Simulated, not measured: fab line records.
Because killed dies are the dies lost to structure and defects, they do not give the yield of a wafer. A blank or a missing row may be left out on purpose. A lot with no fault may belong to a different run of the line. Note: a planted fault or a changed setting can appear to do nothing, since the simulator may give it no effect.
Matching of chambers | flow nandHarc | rieDiel-06 running NHARC_A_M1_ETCH_35: 4 sister chambers
The step etches the open film in N2/H2, target depth 40 nm, overetch 12 nm, time 43.94 s. 18 wafers are shown with their chamber, then 9 later ones without.

== EACH WAFER AND ITS CHAMBER ==
wafer  | chamber | drypumpMotorCurrentA (A) | rfVppV (V) | throttleValvePct (%)
L075.1 | 3       | 5.8                      | 434.3      | 14.175
L075.4 | 2       | 5.8                      | 430.8      | 14.169
L075.5 | 0       | 6.0                      | 426.4      | 14.182
L079.1 | 2       | 5.8                      | 432.3      | 14.172
L079.3 | 0       | 6.0                      | 426.8      | 14.158
L079.6 | 3       | 5.8                      | 433.2      | 14.158
L081.2 | 1       | 6.5                      | 431.6      | 14.179
L081.4 | 0       | 6.0                      | 427.4      | 14.159
L081.6 | 2       | 5.9                      | 432.7      | 14.168
L086.2 | 2       | 5.9                      | 430.8      | 14.176
L086.3 | 3       | 5.8                      | 434.7      | 14.167
L086.6 | 1       | 6.5                      | 431.7      | 14.189
L091.2 | 1       | 6.5                      | 430.1      | 14.180
L091.3 | 0       | 6.0                      | 428.6      | 14.164
L091.6 | 1       | 6.5                      | 432.4      | 14.156
L090.1 | 2       | 5.9                      | 430.5      | 14.174
L090.5 | 3       | 5.8                      | 434.2      | 14.160
L090.6 | 0       | 6.0                      | 427.3      | 14.178

SIGNATURES (averages over the wafers above)
reading              | chamber 0 | chamber 1 | chamber 2 | chamber 3 | scatter within a chamber
drypumpMotorCurrentA | 6.000     | 6.500     | 5.860     | 5.800     | 0.0293
rfVppV               | 427.300   | 431.450   | 431.420   | 434.100   | 0.879
throttleValvePct     | 14.16820  | 14.17600  | 14.17180  | 14.16500  | 0.00967
Rule: for a wafer and a chamber, the distance is found by dividing, reading by reading, the gap between the wafer's reading and the chamber's mean by the reading's scatter, squaring, summing and taking the root. The wafer belongs to the nearest chamber; if the next one is less than 2 further off, it can't be placed. The scatter is the square root of a quotient: the sum, over the shown wafers, of each reading's squared deviation from its chamber's mean, divided by wafers minus chambers.

== WAFERS WITHOUT THEIR CHAMBER ==
wafer  | drypumpMotorCurrentA (A) | rfVppV (V) | throttleValvePct (%)
L093.3 | 6.5                      | 433.2      | 14.173
L093.4 | 5.8                      | 433.1      | 14.168
L093.6 | 6.0                      | 427.4      | 14.162
L094.1 | 6.0                      | 428.0      | 14.194
L094.2 | 6.5                      | 430.7      | 14.155
L094.4 | 6.0                      | 427.7      | 14.164
L096.2 | 6.6                      | 431.7      | 14.186
L096.4 | 5.8                      | 434.1      | 14.178
L096.5 | 5.8                      | 432.7      | 14.174

== WHICH CHAMBER EACH WENT THROUGH ==
wafer  | from the rows above     | in truth
L093.3 | 1                       | 1
L093.4 | can't be placed: 3 or 2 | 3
L093.6 | 0                       | 0
L094.1 | 0                       | 0
L094.2 | 1                       | 1
L094.4 | 0                       | 0
L096.2 | 1                       | 1
L096.4 | 3                       | 3
L096.5 | can't be placed: 3 or 2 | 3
Placed correctly: 7 of 9. Unplaceable from these rows: 2, with the true chamber sitting among the candidates in 2. 0 placed wrongly.
